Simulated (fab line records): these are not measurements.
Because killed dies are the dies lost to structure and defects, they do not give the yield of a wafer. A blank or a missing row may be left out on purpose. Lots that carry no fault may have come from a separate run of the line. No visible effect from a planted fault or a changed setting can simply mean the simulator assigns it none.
Matching of chambers	flow n5Finfet	cvdCo-02 running N5_BEOL_M4_PRE_CLEAN_60: 3 sister chambers
The step time 15 s. 6 wafers are shown with their chamber, then 8 later ones without.

== WAFERS WITH THEIR CHAMBER ==
wafer	chamber	heaterPowerOuterW (W)	heaterPowerW (W)
L875.3	2	30	91
L880.1	0	20	91
L880.4	0	20	91
L879.2	2	29	92
L879.5	1	12	76
L883.1	1	13	79

== WAFERS MISSING THEIR CHAMBER ==
wafer	heaterPowerOuterW (W)	heaterPowerW (W)
L883.3	29	91
L883.5	13	79
L884.1	20	88
L884.2	13	77
L884.5	13	78
L885.1	13	80
L885.2	30	92
L885.4	20	88

== WHICH CHAMBER EACH ONE RAN IN ==
wafer	from the rows above	in truth
L883.3	2	2
L883.5	1	1
L884.1	0	0
L884.2	1	1
L884.5	1	1
L885.1	1	1
L885.2	2	2
L885.4	0	0
Correct placement for 8 of the 8. Left unplaced by these rows: 0. 0 placed wrongly.
How it was worked out, from the rows above alone: a wafer's distance from a chamber is the root of the sum, over the readings, of the square of ((its reading less the chamber's mean) divided by the reading's scatter). The wafer belongs to the nearest chamber; if the next one is less than 2 further off, it can't be placed. For every chamber, the mean is computed from those of its wafers that are shown. The scatter: take each reading less its chamber's mean, square it, sum over the shown wafers, divide by the number of wafers less the number of chambers, and take the root.
